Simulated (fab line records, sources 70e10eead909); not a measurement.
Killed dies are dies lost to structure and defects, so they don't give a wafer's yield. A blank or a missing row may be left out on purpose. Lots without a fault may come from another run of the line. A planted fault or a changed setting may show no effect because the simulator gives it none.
Which tool did it? | flow nand_harc | 13 lots, 39 wafers sampled, at 6 steps of a route of 1159

WHAT THE GAUGES READ, wafer by wafer
NHARC_P_ZERO_WELL_CD_MEAS_37: target cd 720 nm.
lot  | measured    | on        | cd_nm (nm)
L996 | day 1 22:13 | cd_sem-03 | 722.5 719.0 720.3
L997 | day 2 04:07 | cd_sem-02 | 716.3 717.8 717.1
L998 | day 2 10:01 | cd_sem-03 | 718.0 719.1 719.3
L999 | day 2 16:11 | cd_sem-03 | 720.5 720.4 717.4
L102 | day 3 10:00 | cd_sem-01 | - - -
L110 | day 5 10:32 | cd_sem-03 | 720.3 720.5 718.8
L111 | day 5 16:01 | cd_sem-01 | 718.9 717.6 719.3
L112 | day 5 22:11 | cd_sem-03 | 719.1 721.3 722.4
L113 | day 6 04:21 | cd_sem-03 | 719.5 719.1 713.2
L114 | day 6 10:14 | cd_sem-02 | 716.7 720.1 719.7
L115 | day 6 16:20 | cd_sem-01 | 721.7 720.8 721.4
L117 | day 7 04:08 | cd_sem-03 | 715.7 718.1 718.9
L118 | day 7 10:17 | cd_sem-03 | 717.5 718.4 718.1

NHARC_P_M0_THK_MEAS_24: measures by xrf.
lot  | measured     | on            | thk_nm (nm)
L996 | day 6 01:57  | film_metro-01 | 116.1 118.9 115.9
L997 | day 6 23:49  | film_metro-02 | 114.1 118.5 118.1
L998 | day 6 15:20  | film_metro-01 | 116.6 118.6 117.3
L999 | day 6 20:08  | film_metro-02 | 115.4 116.4 116.3
L110 | day 10 00:56 | film_metro-02 | 118.2 118.0 120.0
L111 | day 10 01:29 | film_metro-01 | 116.9 119.9 117.5
L112 | day 10 07:54 | film_metro-01 | 120.6 117.6 120.1
L113 | day 10 08:38 | film_metro-01 | 116.6 117.5 113.2
L114 | day 10 08:19 | film_metro-02 | 116.8 118.4 117.0
L115 | day 10 23:14 | film_metro-02 | 117.5 120.6 117.7
L117 | day 11 09:46 | film_metro-02 | 117.6 116.4 115.5
L118 | day 11 17:55 | film_metro-01 | 116.3 114.9 114.9

NHARC_END_SORT_01.
lot  | measured     | on        | killed_at_array | killed_at_other | killed_at_periphery | killed_dies | killed_open | killed_short
L102 | day 21 22:19 | prober-01 | 25 34 28        | 0 1 2           | 652 642 647         | 677 677 677 | 1 3 3       | 4 1 1

WHICH TOOL RAN EACH LOT (tool, then ch and the chambers of the sampled wafers, then the start)
lot  | NHARC_P_ZERO_WELL_EXPOSE_34      | NHARC_P_CONTACT_DEGAS_38     | NHARC_P_M0_STRIP_18
L996 | krf_scanner-02 ch 0, day 1 22:03 | pvd_sputter-01, day 5 15:34  | rie_diel-05 ch 0,1,3, day 6 00:02
L997 | krf_scanner-03 ch 0, day 2 03:58 | pvd_sputter-01, day 6 16:17  | rie_diel-10 ch 0,2, day 6 21:52
L998 | krf_scanner-03 ch 0, day 2 09:52 | pvd_sputter-01, day 6 10:01  | rie_diel-10 ch 0,3, day 6 13:07
L999 | krf_scanner-03 ch 0, day 2 16:02 | pvd_sputter-03, day 6 12:02  | rie_diel-05 ch 1,2,3, day 6 18:13
L102 | krf_scanner-03 ch 0, day 3 09:50 | -                            | -
L110 | krf_scanner-01 ch 0, day 5 10:22 | pvd_sputter-02, day 9 14:46  | rie_diel-10 ch 1,2,3, day 9 23:02
L111 | krf_scanner-01 ch 0, day 5 15:52 | pvd_sputter-01, day 9 15:55  | rie_diel-05 ch 0,1, day 9 23:31
L112 | krf_scanner-02 ch 0, day 5 22:02 | pvd_sputter-03, day 9 22:17  | rie_diel-05 ch 0,1,3, day 10 05:57
L113 | krf_scanner-03 ch 0, day 6 04:12 | pvd_sputter-03, day 10 03:41 | rie_diel-05 ch 0,1,3, day 10 06:40
L114 | krf_scanner-02 ch 0, day 6 10:05 | pvd_sputter-01, day 10 03:23 | rie_diel-10 ch 1,2,3, day 10 06:26
L115 | krf_scanner-03 ch 0, day 6 16:11 | pvd_sputter-01, day 10 18:24 | rie_diel-10 ch 1,2,3, day 10 21:14
L117 | krf_scanner-02 ch 0, day 7 03:59 | pvd_sputter-03, day 11 01:19 | rie_diel-10 ch 1,2, day 11 07:50
L118 | krf_scanner-01 ch 0, day 7 10:08 | pvd_sputter-03, day 11 10:33 | rie_diel-05 ch 2,3, day 11 15:47
- NHARC_P_ZERO_WELL_EXPOSE_34: exposes mask P PWELL, target cd 720 nm.
- NHARC_P_CONTACT_DEGAS_38: time 60 s.
- NHARC_P_M0_STRIP_18: strips in N2/H2.

WHAT THE TOOLS THEMSELVES READ (means of the sampled wafers that have a number; where no wafer has one, the mark that the record gives instead)
NHARC_P_CONTACT_DEGAS_38.
lot  | tool           | heater_power_w (W)
L996 | pvd_sputter-01 | 472
L997 | pvd_sputter-01 | 420
L998 | pvd_sputter-01 | 486
L999 | pvd_sputter-03 | 469
L110 | pvd_sputter-02 | 480
L111 | pvd_sputter-01 | 460
L112 | pvd_sputter-03 | 457
L113 | pvd_sputter-03 | 471
L114 | pvd_sputter-01 | 445
L115 | pvd_sputter-01 | 466
L117 | pvd_sputter-03 | 472
L118 | pvd_sputter-03 | 466

NHARC_P_M0_STRIP_18.
lot  | tool        | drypump_motor_current_A (A) | oes_product_au (a.u.) | power_w (W) | rf_vpp_V (V) | showerhead_plenum_p_Torr (Torr) | throttle_valve_pct (%)
L996 | rie_diel-05 | 5.8                         | 0.993                 | 1001        | 92.2         | 2.03                            | 14.170
L997 | rie_diel-10 | 5.6                         | 1.001                 | 999         | 90.4         | 2.03                            | 14.166
L998 | rie_diel-10 | 5.7                         | 1.000                 | 999         | 89.9         | 2.03                            | 14.166
L999 | rie_diel-05 | 5.9                         | 1.001                 | 995         | 90.5         | 1.96                            | 14.175
L110 | rie_diel-10 | 5.8                         | 1.005                 | 1002        | 91.2         | 2.09                            | 14.169
L111 | rie_diel-05 | 5.5                         | 0.992                 | 1000        | 90.7         | 2.11                            | 14.176
L112 | rie_diel-05 | 5.8                         | 1.006                 | 1001        | 89.4         | 2.02                            | 14.176
L113 | rie_diel-05 | 5.8                         | 1.003                 | 1003        | 90.1         | 2.02                            | 14.169
L114 | rie_diel-10 | 5.8                         | 1.011                 | 1002        | 90.7         | 2.09                            | 14.176
L115 | rie_diel-10 | 5.8                         | 0.997                 | 1001        | 90.6         | 2.09                            | 14.181
L117 | rie_diel-10 | 5.4                         | 1.006                 | 1004        | 90.6         | 2.14                            | 14.178
L118 | rie_diel-05 | 6.0                         | 1.003                 | 997         | 90.4         | 1.93                            | 14.166

THE ANSWER, worked out from the rows above alone
Rule: what is usual is taken from the lots themselves. Put in order of their means at a reading, lots are off if they are a third of the lots or fewer, leave a main group of 4 or more, and stand apart from it by a gap of 3 or more times the standard deviation of the main group's means; of several such gaps the widest counts. A main group whose means are all the same, to the digits that the tables above print for the reading, isn't used. A lot without any number at a reading at which 4 lots or more have one is off too. The other lots that the step has rows for count as sound. The gauges are gone through in route order, then the tools' own readings, and for those a lot's mean is taken as printed above. The first step at which some lot is off is used, and at that step the reading that is off furthest; a lot without a number counts as furthest.
Off: L102, at NHARC_P_ZERO_WELL_CD_MEAS_37 (cd_nm). Without a number there: L102. The main group: mean 719.0 nm, standard deviation 1.4.
A tool fits if, at a process step before that reading, it ran every lot that is off, and no sound lot after the first of them. The gauges at NHARC_P_ZERO_WELL_CD_MEAS_37 are tried like those tools. None of those tried fits.

WHAT THE SIMULATOR HAD PUT IN
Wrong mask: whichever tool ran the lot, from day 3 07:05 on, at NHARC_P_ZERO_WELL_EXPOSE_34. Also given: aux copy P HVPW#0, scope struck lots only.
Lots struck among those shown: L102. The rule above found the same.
